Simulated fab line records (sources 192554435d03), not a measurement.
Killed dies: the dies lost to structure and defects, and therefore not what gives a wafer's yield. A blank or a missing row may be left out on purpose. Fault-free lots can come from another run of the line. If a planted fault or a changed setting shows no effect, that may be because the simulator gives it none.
The tool behind it: which one?	flow n5Finfet	route of 1938 steps, sampled at 1 step: 23 lots, 69 wafers

WHAT EACH GAUGE READ, for each wafer
N5_BEOL_M9_OVL_MEAS_29. Usual: V8_OVL typically reads 0.4 nm, with standard deviation 0.59.
lot	measured	on	V8_OVL (nm)	flag
L074	day 9 17:16	overlay-02	-0.7 -0.9 0.6	
L075	day 10 10:07	overlay-02	0.3 0.7 0.6	
L077	day 10 13:08	overlay-02	-0.6 -0.2 0.1	
L078	day 10 13:18	overlay-01	1.1 0.8 1.1	
L076	day 10 16:05	overlay-01	1.2 0.6 1.2	
L079	day 11 09:04	overlay-01	0.5 0.9 0.8	
L080	day 11 09:28	overlay-01	-0.3 -1.1 -0.5	
L081	day 11 13:25	overlay-02	0.8 0.8 0.7	
L082	day 11 17:25	overlay-02	1.0 0.9 0.3	
L084	day 12 07:38	overlay-01	0.2 0.7 0.6	
L083	day 12 17:35	overlay-02	0.2 0.1 0.2	
L085	day 13 03:13	overlay-01	1.6 2.0 0.7	
L088	day 13 12:33	overlay-02	0.3 0.3 -0.3	
L087	day 13 15:43	overlay-01	0.9 0.5 0.5	
L086	day 13 15:46	overlay-02	1.3 0.4 0.0	
L089	day 13 18:06	overlay-01	-0.2 0.2 0.7	
L090	day 14 00:47	overlay-01	1.0 1.1 1.7	
L092	day 14 01:09	overlay-01	0.0 0.0 0.9	
L091	day 14 12:01	overlay-01	-0.8 -0.8 -0.7	
L093	day 14 19:26	overlay-02	0.8 0.3 0.5	
L094	day 15 10:10	overlay-01	0.1 0.4 0.4	
L097	day 15 12:31	overlay-01	0.1 0.7 -0.7	
L096	day 15 17:25	overlay-02	0.6 0.2 1.0	

WHICH TOOL RAN EACH LOT (tool, then ch and the chambers of the sampled wafers, then the start)
Before these readings, the record contains no process step.

WHAT THE TOOLS THEMSELVES READ (means of the sampled wafers that have a number; where no wafer has one, the mark that the record gives instead)
The record holds no such reading with a usual standard deviation.

THE ANSWER, worked out from the rows above alone
Rule: take the mean of a lot's wafers that have a number; if it is more than 3 standard deviations from the usual mean, the lot is off. A lot without any number at a reading at which 4 lots or more have one is off too. Any other lot the step has rows for is counted as sound. After the gauges, taken in route order, come the tools' own readings; for these a lot's mean is taken, as printed above. The first step at which some lot is off is used, and at that step the reading that is off furthest; a lot without a number counts as furthest.
No lot is off at any reading shown: from this, nothing can be told.

WHAT THE SIMULATOR HAD PUT IN
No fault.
